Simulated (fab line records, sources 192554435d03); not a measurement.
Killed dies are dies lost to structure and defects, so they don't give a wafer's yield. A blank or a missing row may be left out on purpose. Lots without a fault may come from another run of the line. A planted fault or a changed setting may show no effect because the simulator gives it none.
fab line records | flow n5_finfet
record lots=7 wafers=21
route steps=1938 shown MOL_CONTACT_COAG@613 BEOL_M0_SAQP@676 BEOL_M0_CUTY@714 BEOL_M0@715 BEOL_M1@777 BEOL_M2@843
start_h: hours from the record's first day to the start of the lot's first wafer shown | wait_h: hours since the lot's step before | " the same as in the row above | L1.1+2: a row that stands for several wafers | - no value, or no start given | * or withheld: withheld | < > ~ a bound
route shown NAME@n: a module of which the file shows steps, and the number in the route of the first | usual: mean/standard deviation of fault-free wafers | same: alike in all rows | chamber/n: place in a boat | sites: the reading at each site | _std_site: their standard deviation | _edge_site: outer sites' mean less inner sites' | radius_mm: how far each site lies from the wafer's centre | mask NAME#n: copy n | behind: the tool/chamber that last shaped the wafer | hold: why the lot was held/for how many hours/how that ended | device: the transistor (n, p or np) that didn't switch | end of line: the same wafers' tests at the end of the route | a step without rows: its recipe alone | killed: dies lost to structure and defects at the first sort, not the wafer's yield | map: a wafer's dies, x killed, . not, _ none there
set.NAME: the setting as run; set.NAME@STEP: as run at that earlier step | model.NAME: the simulator's own value behind a step, which no gauge read
lots whose settings were changed on purpose; a table a step, a row a wafer
## steps
# step N5_MOL_CONTACT_COAG_ETCHBACK_136
# recipe chemistry=CHF3 target=SiO2 target_depth_a=250 time_s=16.7 ion_energy_ev=200 pressure_mtorr=30 source_w=610 bias_w=170 Ar_flow_sccm=200 CHF3_flow_sccm=50
# columns lot.wafer tool chamber start_h wait_h set.target_depth_a
L082.1+3 rie_diel-06 3,1 150.62 0.0 261.1
L082.2 " 0 " " 250
L083.4 rie_diel-04 1 156.09 0.0 250
L083.5+6 " 3,2 " " 220
L087.2+5+6 rie_diel-04 1,0,1 176.07 0.0 261.5
L088.2+6 rie_diel-06 0 185.62 0.0 250
L088.5 " 2 " " 266.6
L089.1 rie_diel-06 3 188.44 0.0 273.5
L089.5+6 " 0,2 " " 250
L093.1+3+5 rie_diel-01 0,2,1 218.23 0.0 250
L094.1+5 rie_diel-01 2 221.55 0.0 218.8
L094.4 " 1 " " 250
# step N5_MOL_CONTACT_COAG_STRIP_120
# recipe chemistry=CHF3 resist=SiARC rf_frequency_hz=6e+07
# step N5_MOL_CONTACT_COAG_VIA_ETCH_117
# recipe chemistry=C4F6/O2 target_depth_a=400 overetch_a=80 mask_material=SOC target=SiO2 bias_w=455 pressure_mtorr=10 time_s=26 source_w=325 Ar_flow_sccm=300 C4F6_flow_sccm=10 O2_flow_sccm=10 ion_energy_ev=575.3 ends=end_point
# columns lot.wafer tool chamber start_h wait_h set.target_depth_a@MOL_CONTACT_COAG_ETCHBACK_136 model.MOL_CONTACT_COAG.feature_depth_nm model.etch.depth_nm
L082.1 rie_diel-06 3 150.65 0.0 261.1 38.4 38.4
L082.2 " 0 " " 250 39.8 39.9
L082.3 " 1 " " 261.1 39.4 39.38
L083.4 rie_diel-04 1 156.12 0.0 250 40.2 40.23
L083.5 " 3 " " 220 42.2 42.16
L083.6 " 2 " " 220 43.2 43.25
L087.2 rie_diel-04 1 176.10 0.0 261.5 39.6 39.63
L087.5 " 0 " " 261.5 39 38.93
L087.6 " 1 " " 261.5 40 39.96
L088.2 rie_diel-06 0 185.65 0.0 250 39.6 39.62
L088.5 " 2 " " 266.6 38 37.94
L088.6 " 0 " " 250 40 40.06
L089.1 rie_diel-06 3 188.48 0.0 273.5 37.4 37.37
L089.5 " 0 " " 250 40.2 40.19
L089.6 " 2 " " 250 40 39.95
L093.1 rie_diel-01 0 218.26 0.0 250 39.6 39.54
L093.3 " 2 " " 250 40 40.01
L093.5 " 1 " " 250 40.4 40.34
L094.1 rie_diel-01 2 221.58 0.0 218.8 43.4 43.32
L094.4 " 1 " " 250 40.6 40.55
L094.5 " 2 " " 218.8 43.2 43.18
# step N5_MOL_CONTACT_COAG_CVD_140
# recipe material=W target_thk_a=665 mode=selective_fill temp_c=300 time_s=215
# columns lot.wafer tool chamber start_h wait_h set.target_thk_a model.W_of_MOL_CONTACT_COAG_CVD_140.thk_nm
L082.1 cvd_w-01 1 151.13 0.1 713.8 71.8
L082.2 " 0 " " 713.8 71.6
L082.3 " 0 " " 713.8 72
L083.4 cvd_w-02 1 156.69 0.1 665 66.4
L083.5 " 0 " " 665 66
L083.6 " 1 " " 665 66.2
L087.2 cvd_w-02 1 176.58 0.1 633 64.4
L087.5 " 1 " " 633 64.2
L087.6 " 0 " " 665 67
L088.2+6 cvd_w-01 0 186.13 0.1 665 66
L088.5 " 1 " " 595.8 59.6
L089.1+6 cvd_w-01 1,0 188.96 0.1 665 66.4
L089.5 " 1 " " 665 65.8
L093.1 cvd_w-02 0 218.75 0.1 665 65.8
L093.3 " 1 " " 665 66
L093.5 " 0 " " 665 66.6
L094.1 cvd_w-02 0 222.06 0.1 665 65.8
L094.4 " 0 " " 665 66
L094.5 " 1 " " 665 66.4
# step N5_BEOL_M0_SAQP_SPACER2_ALD_26
# recipe material=SiO2 target_thk_a=150 temp_c=300 ald_precursor_family=BDEAS ald_co_reactant=O2-plasma pulse_time_s=1 purge_time_s=2 co_reactant_purge_time_s=2 pressure_torr=2
# columns lot.wafer tool chamber start_h wait_h set.target_thk_a model.SiO2_of_BEOL_M0_SAQP_SPACER2_ALD_26.thk_nm
L082.1 ald_sin-01 1 160.85 0.1 169.2 16.8
L082.2 " 0 " " 150 15.2
L082.3 " 3 " " 169.2 17
L083.4+5 ald_sin-03 2,1 165.73 0.3 134.4 13.6
L083.6 " 0 " " 150 15
L087.2 ald_sin-04 2 186.45 0.8 155.3 15.6
L087.5+6 " 0,3 " " 150 15
L088.2 ald_sin-01 1 195.93 0.1 150 15
L088.5 " 0 " " 161.5 16.2
L088.6 " 3 " " 161.5 16
L089.1+6 ald_sin-04 0 197.16 0.1 150 15
L089.5 " 3 " " 131.3 13.2
L093.1+3 ald_sin-04 2,1 229.63 0.1 150 15
L093.5 " 3 " " 150 14.8
L094.1+4+5 ald_sin-03 3,2,3 231.00 0.1 150 15
# step N5_BEOL_M0_SAQP_SPACER2_ETCHBACK_27
# recipe chemistry=CHF3/O2 mode=anisotropic_etchback target=SiO2 target_depth_a=225 time_s=11.25 pressure_mtorr=30 source_w=650 bias_w=170 Ar_flow_sccm=200 CHF3_flow_sccm=50 O2_flow_sccm=5 ion_energy_ev=200
# step N5_BEOL_M0_SAQP_MANDREL2_REMOVE_110
# recipe chemistry=HBr/Cl2/O2 bt_time_s=10 target=a-Si stop_on=SiCN endpoint=OES-SiCl over_etch_frac=1 icp_w=600 bias_w=30 HBr_flow_sccm=150 Cl2_flow_sccm=80 O2_flow_sccm=5 pressure_mtorr=10
# columns lot.wafer tool chamber start_h wait_h set.target_thk_a@BEOL_M0_SAQP_SPACER2_ALD_26 model.BEOL_M0_SAQP.cd_nm
L082.1+3 rie_si-06 1,2 161.54 0.1 169.2 17
L082.2 " 0 " " 150 15
L083.4+5 rie_si-04 3 166.10 0.1 134.4 13.4
L083.6 " 2 " " 150 15
L087.2 rie_si-04 1 187.25 0.1 155.3 15.6
L087.5+6 " 2,1 " " 150 15
L088.2 rie_si-06 2 196.57 0.1 150 15
L088.5 " 3 " " 161.5 16.2
L088.6 " 2 " " 161.5 16
L089.1+6 rie_si-02 3,0 197.79 0.1 150 15
L089.5 " 3 " " 131.3 13.2
L093.1+3+5 rie_si-06 2,3,1 230.27 0.1 150 15
L094.1+4+5 rie_si-02 1,2,2 231.83 0.1 150 15
# step N5_BEOL_M0_SAQP_CD_MEAS_29
# recipe target_cd_nm=14.4 landing_energy_ev=1000 detector=se_inlens
# usual cd_nm=15.02/0.22
# columns lot.wafer tool chamber start_h wait_h set.target_thk_a@BEOL_M0_SAQP_SPACER2_ALD_26 cd_nm
L082.1 cd_sem-02 0 161.65 0.1 169.2 17.41
L082.2 " 0 " " 150 15.12
L082.3 " 0 " " 169.2 16.93
L083.4 cd_sem-02 0 166.22 0.1 134.4 13.67
L083.5 " 0 " " 134.4 13.72
L083.6 " 0 " " 150 15.35
L087.2 cd_sem-02 0 187.36 0.1 155.3 15.69
L087.5 " 0 " " 150 14.84
L087.6 " 0 " " 150 14.73
L088.2 cd_sem-03 0 196.68 0.1 150 14.97
L088.5 " 0 " " 161.5 16.60
L088.6 " 0 " " 161.5 15.73
L089.1 cd_sem-02 0 197.90 0.1 150 15.01
L089.5 " 0 " " 131.3 13.22
L089.6 " 0 " " 150 14.95
L093.1 cd_sem-03 0 230.38 0.1 150 15.25
L093.3 " 0 " " 150 15.09
L093.5 " 0 " " 150 14.77
L094.1 cd_sem-01 0 231.94 0.1 150 15.27
L094.4 " 0 " " 150 14.82
L094.5 " 0 " " 150 15.17
# step N5_BEOL_M0_SAQP_COAT_87
# recipe resist=underlayer temp_c=205 time_s=60 spin_rpm=1500 resist_thk_nm=5
# columns lot.wafer tool chamber start_h wait_h set.temp_c
L082.1+2 litho_track-05 0 - - 198.3
L082.3 " 0 " " 205
L083.4+5+6 litho_track-04 0 - - 205
L087.2+5 litho_track-01 0 - - 205
L087.6 " 0 " " 208.6
L088.2+5+6 litho_track-05 0 - - 205
L089.1+5 litho_track-05 0 - - 196
L089.6 " 0 " " 205
L093.1+3+5 litho_track-01 0 - - 205
L094.1 litho_track-01 0 - - 205
L094.4+5 " 0 " " 198.1
# step N5_BEOL_M0_SAQP_COAT_34
# recipe resist=CAR-EUV spin_rpm=1500 resist_thk_nm=30
# step N5_BEOL_M0_SAQP_EBR_36
# recipe solvent=PGMEA ebr_width_mm=1.5
# step N5_BEOL_M0_CUTY_STRIP_64
# recipe chemistry=N2/H2 temp_c=40 n2_flow_sccm=200 h2_flow_sccm=200 rf_frequency_hz=6e+07
# step N5_BEOL_M0_ETCH_138
# recipe chemistry=CH3F/O2 target_depth_a=120 target=SiCN time_s=31.6 ion_energy_ev=120 pressure_mtorr=30 source_w=395 bias_w=75 Ar_flow_sccm=150 CH3F_flow_sccm=30 O2_flow_sccm=20 ends=cleared
# step N5_BEOL_M0_HM_OPEN_105
# recipe chemistry=Cl2/BCl3 target_depth_a=120 target=TiN ion_energy_ev=150 pressure_mtorr=10 icp_w=1000 bias_w=126 Cl2_flow_sccm=53.25 bcl3_flow_sccm=21.75 Ar_flow_sccm=25
# columns lot.wafer tool chamber start_h wait_h set.target_thk_a@BEOL_M0_SAQP_SPACER2_ALD_26 model.SiO2_of_BEOL_M0_SAQP_SPACER2_ALD_26.thk_nm
L082.1 rie_metal-01 1 166.91 2.7 169.2 4.6
L082.2 " 0 " " 150 2.8
L082.3 " 0 " " 169.2 4.8
L083.4+5 rie_metal-03 0,1 169.73 0.8 134.4 1.6
L083.6 " 0 " " 150 2.6
L087.2 rie_metal-03 0 191.52 1.7 155.3 3.2
L087.5 " 0 " " 150 2.8
L087.6 " 1 " " 150 2.6
L088.2 rie_metal-01 1 201.84 2.5 150 2.6
L088.5 " 1 " " 161.5 3.6
L088.6 " 0 " " 161.5 3.8
L089.1+6 rie_metal-02 1,0 201.98 1.2 150 2.6
L089.5 " 1 " " 131.3 1.6
L093.1 rie_metal-01 0 236.90 4.3 150 2.6
L093.3+5 " 0,1 " " 150 2.4
L094.1+5 rie_metal-02 1,0 236.90 2.7 150 2.8
L094.4 " 1 " " 150 3
# step N5_BEOL_M1_COAT_67
# recipe resist=SOC temp_c=250 time_s=60 spin_rpm=1500 resist_thk_nm=60
# columns lot.wafer tool chamber start_h wait_h set.spin_rpm model.SOC_of_BEOL_M1_COAT_67.thk_nm
L082.1 litho_track-02 0 174.04 0.0 1500 60.2
L082.2 " 0 " " 1372 62.8
L082.3 " 0 " " 1372 62.6
L083.4+6 litho_track-02 0 177.23 0.0 1500 60
L083.5 " 0 " " 1500 59.8
L087.2 litho_track-02 0 199.93 0.0 1500 60.2
L087.5 " 0 " " 1631 57.6
L087.6 " 0 " " 1631 57.8
L088.2+6 litho_track-02 0 208.71 0.0 1500 60.2
L088.5 " 0 " " 1500 60
L089.1+5 litho_track-01 0 208.74 0.0 1500 60
L089.6 " 0 " " 1500 60.2
L093.1+3+5 litho_track-01 0 244.72 0.0 1500 60
L094.1 litho_track-02 0 245.01 0.0 1647 57.4
L094.4 " 0 " " 1500 60.2
L094.5 " 0 " " 1500 60
# step N5_BEOL_M1_COAT_76
# recipe resist=underlayer temp_c=205 time_s=60 spin_rpm=1500 resist_thk_nm=5
# columns lot.wafer tool chamber start_h wait_h set.time_s
L082.1+2 litho_track-02 0 - - 60
L082.3 " 0 " " 50.79
L083.4 litho_track-02 0 - - 60
L083.5+6 " 0 " " 68.6
L087.2+6 litho_track-02 0 - - 56.08
L087.5 " 0 " " 60
L088.2+5+6 litho_track-02 0 - - 60
L089.1+5+6 litho_track-01 0 - - 60
L093.1+3+5 litho_track-01 0 - - 60
L094.1+4+5 litho_track-02 0 - - 60
# step N5_BEOL_M1_COAT_22
# recipe resist=CAR-EUV spin_rpm=1500 resist_thk_nm=30
# step N5_BEOL_M1_EBR_24
# recipe solvent=PGMEA ebr_width_mm=1.5
# step N5_BEOL_M1_ALD_98
# recipe material=SiO2 target_thk_a=25 temp_c=100 ald_precursor_family=BDEAS ald_co_reactant=O2-plasma pulse_time_s=1 co_reactant_pulse_time_s=1 purge_time_s=2 co_reactant_purge_time_s=2 ald_cycles=17 pressure_torr=2
# step N5_BEOL_M1_ETCHBACK_99
# recipe chemistry=CHF3 target=SiO2 target_depth_a=50 time_s=10.4 source_w=215 bias_w=47 Ar_flow_sccm=200 CHF3_flow_sccm=12 ion_energy_ev=100 pressure_mtorr=30
# step N5_BEOL_M1_ETCH_70
# recipe chemistry=N2/H2 target=SOC target_depth_a=800 overetch_a=160 mask_material=SiARC temp_c=40 time_s=120 ion_energy_ev=200 pressure_mtorr=30 source_w=840 bias_w=150 n2_flow_sccm=200 h2_flow_sccm=200
# columns lot.wafer tool chamber start_h wait_h set.spin_rpm@BEOL_M1_COAT_67 model.etch.depth_nm
L082.1 rie_diel-03 0 177.48 0.0 1500 60.13
L082.2 " 2 " " 1372 62.82
L082.3 " 1 " " 1372 62.6
L083.4 rie_diel-05 0 180.54 0.0 1500 59.94
L083.5 " 3 " " 1500 59.88
L083.6 " 2 " " 1500 59.95
L087.2 rie_diel-03 1 203.62 0.0 1500 60.21
L087.5 " 1 " " 1631 57.52
L087.6 " 2 " " 1631 57.7
L088.2 rie_diel-02 2 212.18 0.0 1500 60.14
L088.5 " 1 " " 1500 60.06
L088.6 " 0 " " 1500 60.15
L089.1 rie_diel-02 2 214.73 0.0 1500 60.05
L089.5 " 2 " " 1500 59.97
L089.6 " 1 " " 1500 60.17
L093.1 rie_diel-05 1 246.42 0.0 1500 60.04
L093.3 " 0 " " 1500 59.9
L093.5 " 1 " " 1500 60.06
L094.1 rie_diel-02 1 246.62 0.0 1647 57.36
L094.4 " 1 " " 1500 60.13
L094.5 " 0 " " 1500 60.05
# step N5_BEOL_M1_STRIP_71
# recipe chemistry=N2/H2 temp_c=40 n2_flow_sccm=200 h2_flow_sccm=200 rf_frequency_hz=6e+07
# step N5_BEOL_M1_STRIP_78
# recipe chemistry=N2/H2 temp_c=40 n2_flow_sccm=200 h2_flow_sccm=200 rf_frequency_hz=6e+07
# step N5_BEOL_M1_VIA_ETCH_34
# recipe chemistry=C4F6/O2 target_depth_a=678 mask_material=SOC pressure_mtorr=15 ion_energy_ev=250 taper_deg=4 time_s=64.4 source_w=350 bias_w=170 Ar_flow_sccm=300 C4F6_flow_sccm=10 O2_flow_sccm=10
# columns lot.wafer tool chamber start_h wait_h set.spin_rpm@BEOL_M1_COAT_67 model.SOC_of_BEOL_M1_COAT_67.thk_nm
L082.1 rie_diel-03 0 177.58 0.0 1500 52.2
L082.2+3 " 2,1 " " 1372 54.8
L083.4 rie_diel-05 0 180.62 0.0 1500 51.6
L083.5 " 3 " " 1500 52.2
L083.6 " 2 " " 1500 52
L087.2 rie_diel-03 1 203.72 0.0 1500 52.4
L087.5 " 1 " " 1631 49.6
L087.6 " 2 " " 1631 49.8
L088.2+6 rie_diel-02 2,0 212.28 0.0 1500 52.2
L088.5 " 1 " " 1500 52
L089.1+5+6 rie_diel-02 2,2,1 214.83 0.0 1500 52
L093.1+5 rie_diel-05 1 246.52 0.0 1500 52
L093.3 " 0 " " 1500 51.8
L094.1 rie_diel-02 1 246.72 0.0 1647 49.4
L094.4 " 1 " " 1500 52.2
L094.5 " 0 " " 1500 52
# step N5_BEOL_M1_CMP_52
# recipe stop_on=SiOC t_overpolish_s=6.8 down_force_psi=1 platen_rpm=50 clearing_platen_down_force_psi=1.5 clearing_platen_rpm=50 post_cmp_clean=cu_alkaline target_thk_nm=40 clearing_platen_pad_velocity_m_s=0.99484 pad_velocity_m_s=0.99484
# usual barrier_field_endpoint_s=24.5/0.66
# columns lot.wafer tool chamber start_h wait_h set.down_force_psi barrier_field_endpoint_s
L082.3 cmp-04 1 181.25 0.2 1 25.1
L082.2 " 3 " " 1 24.1
L082.1 " 0 " " 1 24.2
L083.4 cmp-04 0 184.20 0.2 0.9057 27.3
L083.5 " 3 " " 0.9057 26.5
L083.6 " 0 " " 0.9057 27.8
L087.2 cmp-03 3 209.17 0.3 0.867 28.0
L087.5 " 1 " " 1 24.2
L087.6 " 2 " " 0.867 28.2
L088.2 cmp-02 0 217.52 0.3 1 24.7
L088.5 " 1 " " 1 25.1
L088.6 " 2 " " 1 25.1
L089.1 cmp-04 2 218.73 0.3 1 24.8
L089.6 " 2 " " 1 25.0
L089.5 " 3 " " 1.147 22.1
L093.3 cmp-04 1 250.37 0.2 1 25.1
L093.1 " 2 " " 1 24.6
L093.5 " 2 " " 1 24.6
L094.4 cmp-04 1 252.29 0.2 0.8322 30.3
L094.1 " 2 " " 0.8322 28.8
L094.5 " 1 " " 1 24.9
# step N5_BEOL_M2_PECVD_72
# recipe material=SiO2 target_thk_a=160 temp_c=400 precursor=TEOS/O2 pressure_torr=5.5 rf_w=450 teos_flow_sccm=53.8 gas=O2 flow_sccm=3000 time_s=18
# columns lot.wafer tool chamber start_h wait_h set.temp_c model.SiO2_of_BEOL_M2_PECVD_72.thk_nm
L082.1 pecvd-02 1 181.97 0.0 400 16
L082.2 " 2 " " 410.2 15
L082.3 " 0 " " 400 16.2
L083.4 pecvd-04 1 184.90 0.1 400 16
L083.5 " 2 " " 400 16.2
L083.6 " 0 " " 400 15.8
L087.2 pecvd-02 0 209.81 0.0 413.4 14.4
L087.5 " 2 " " 413.4 14.8
L087.6 " 0 " " 400 16
L088.2 pecvd-01 0 218.12 0.0 400 15.6
L088.5 " 0 " " 412.1 14.4
L088.6 " 1 " " 412.1 14.6
L089.1+6 pecvd-01 0 219.45 0.0 400 15.8
L089.5 " 1 " " 400 16
L093.1+3 pecvd-01 1,0 251.09 0.0 400 15.8
L093.5 " 1 " " 400 16
L094.1 pecvd-01 2 252.98 0.0 411.1 14.8
L094.4 " 1 " " 400 15.6
L094.5 " 0 " " 400 16
## key
split step=N5_MOL_CONTACT_COAG_ETCHBACK_136 setting=target_depth_a stated=250 by=wafer
response step=N5_MOL_CONTACT_COAG_VIA_ETCH_117 reading=model.MOL_CONTACT_COAG.feature_depth_nm change=-0.232 per=1% r=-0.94
response step=N5_MOL_CONTACT_COAG_VIA_ETCH_117 reading=model.etch.depth_nm change=-0.234 per=1% r=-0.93
split step=N5_MOL_CONTACT_COAG_CVD_140 setting=target_thk_a stated=665 by=wafer
response step=N5_MOL_CONTACT_COAG_CVD_140 reading=model.W_of_MOL_CONTACT_COAG_CVD_140.thk_nm change=+0.606 per=1% r=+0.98
split step=N5_BEOL_M0_SAQP_SPACER2_ALD_26 setting=target_thk_a stated=150 by=wafer
response step=N5_BEOL_M0_SAQP_SPACER2_ALD_26 reading=model.SiO2_of_BEOL_M0_SAQP_SPACER2_ALD_26.thk_nm change=+0.139 per=1% r=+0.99
response step=N5_BEOL_M0_SAQP_MANDREL2_REMOVE_110 reading=model.BEOL_M0_SAQP.cd_nm change=+0.151 per=1% r=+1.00
response step=N5_BEOL_M0_SAQP_CD_MEAS_29 reading=cd_nm change=+0.156 per=1% r=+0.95
response step=N5_BEOL_M0_HM_OPEN_105 reading=model.SiO2_of_BEOL_M0_SAQP_SPACER2_ALD_26.thk_nm change=+0.115 per=1% r=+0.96
split step=N5_BEOL_M0_SAQP_COAT_87 setting=temp_c stated=205 by=wafer
response none clear
split step=N5_BEOL_M1_COAT_67 setting=spin_rpm stated=1500 by=wafer
response step=N5_BEOL_M1_COAT_67 reading=model.SOC_of_BEOL_M1_COAT_67.thk_nm change=-0.284 per=1% r=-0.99
response step=N5_BEOL_M1_ETCH_70 reading=model.etch.depth_nm change=-0.291 per=1% r=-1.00
response step=N5_BEOL_M1_VIA_ETCH_34 reading=model.SOC_of_BEOL_M1_COAT_67.thk_nm change=-0.295 per=1% r=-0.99
split step=N5_BEOL_M1_COAT_76 setting=time_s stated=60 by=wafer
response none clear
split step=N5_BEOL_M1_CMP_52 setting=down_force_psi stated=1 by=wafer
response step=N5_BEOL_M1_CMP_52 reading=barrier_field_endpoint_s change=-0.253 per=1% r=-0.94
split step=N5_BEOL_M2_PECVD_72 setting=temp_c stated=400 by=wafer
response step=N5_BEOL_M2_PECVD_72 reading=model.SiO2_of_BEOL_M2_PECVD_72.thk_nm change=-0.393 per=1% r=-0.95
